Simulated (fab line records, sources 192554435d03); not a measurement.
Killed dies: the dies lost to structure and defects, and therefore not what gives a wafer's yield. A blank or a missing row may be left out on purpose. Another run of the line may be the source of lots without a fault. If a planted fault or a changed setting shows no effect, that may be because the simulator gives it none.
Problem report in the 8D (eight disciplines) form, filled by code | flow n5Finfet | the parts of the form that need people (team, actions taken, sign-off) are left out

1. THE ISSUE
runLengthS at N5_BEOL_M10_CVD_75 reads a mean of 214.3 s on 1 wafer of 1 lot; wafers without a fault read 161.4 s with a standard deviation of 0.43. That is +99 or more standard deviations from the usual mean.
The step: deposits Co from CCTBA/H2, target thk 2 nm, time 138.9 s.
Earliest sighting: wafer L790.5 on cvdCo-02 at day 14 21:50. The record holds 30 wafers of 10 lots with a number at this step. Rule for "out" (also "out of limits"): further than 4 standard deviations from the usual mean. The rest of the wafers with a number are treated as sound.

2. WHAT IT IS, AND WHAT IT ISN'T
question                    | is                | is not
which readings at this step | runLengthS        | -
which lots                  | L790              | L782, L783, L784, L785, L786, L798, L802, L803, L804
which wafers of those lots  | L790.5            | L790.3, L790.6
read on which tools         | cvdCo-02          | cvdCo-01
when                        | from day 14 21:50 | up to then (17 sound wafers); but 12 sound wafers of L798, L802, L803, L804 came after

3. WHAT RULES OUT EACH SUSPECT
Counting: a tool at a process step up to the reading stays a suspect if it ran every lot that is out. Sound lots after the first of them don't rule it out here, since some wafers of a struck lot are sound.
- rieDiel-04 at N5_BEOL_M10_ETCH_66 (etches SOC in N2/H2, target depth 120 nm, overetch 24 nm, time 180 s): kept. The lot that is out, L790, ran on it at day 14 19:53; the last sound lot it ran before that was L786, at day 13 23:53.
- rieDiel-04 at N5_BEOL_M10_VIA_ETCH_34 (etches SiCOH lowk in C4F6/O2, target depth 184.5 nm, time 69.2 s): kept. The lot that is out, L790, ran on it at day 14 20:01; the last sound lot it ran before that was L786, at day 14 00:00.
- cvdCo-02 at N5_BEOL_M10_CVD_75 (deposits Co from CCTBA/H2, target thk 2 nm, time 138.9 s): kept. The lot that is out, L790, ran on it at day 14 21:50; the last sound lot it ran before that was L785, at day 13 17:43. Its own readings are out on those wafers: runLengthS.
- At N5_BEOL_M10_ETCH_66 on rieDiel-04, chamber 0 took the sound wafers of the same lots and chamber 1 took the wafers that are out.
- At N5_BEOL_M10_VIA_ETCH_34 on rieDiel-04, chamber 0 took the sound wafers of the same lots and chamber 1 took the wafers that are out.
rieDiel-04 at N5_BEOL_M10_ETCH_66, rieDiel-04 at N5_BEOL_M10_VIA_ETCH_34 and cvdCo-02 at N5_BEOL_M10_CVD_75 are what is left after counting.

4. THE CAUSE (what the simulator had put in)
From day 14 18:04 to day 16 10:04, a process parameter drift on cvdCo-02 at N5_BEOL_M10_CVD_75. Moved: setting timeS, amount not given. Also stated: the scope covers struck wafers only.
This tool is one of the 3 suspects left after counting.

5. SEQUENCE OF EFFECTS, ordered by route
One row per reading whose mean, taken over the struck wafers that have a number, lies over 3 standard deviations from the usual. Scope: only readings with a usual standard deviation given in the record; hours: median across lots of the time from each lot's start at the first step in this table that gives one to its start at this step; sigmas: change in usual standard deviations.
hours | step               | reading    | usual   | on struck wafers | change | sigmas
0     | N5_BEOL_M10_CVD_75 | runLengthS | 161.4 s | 214.3            | +52.9  | +99 or more
Its process steps:
- N5_BEOL_M10_CVD_75: deposits Co from CCTBA/H2, target thk 2 nm, time 138.9 s.
At these later measuring or inspecting steps, every struck wafer for which the step has a row has a number for every such reading, and none has moved that far: N5_BEOL_M11_THK_MEAS_01.

6. HOW IT WOULD HAVE BEEN CAUGHT EARLIER
First out-of-limits reading in this record: day 14 21:50, which is 4 hours after fault onset at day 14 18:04.
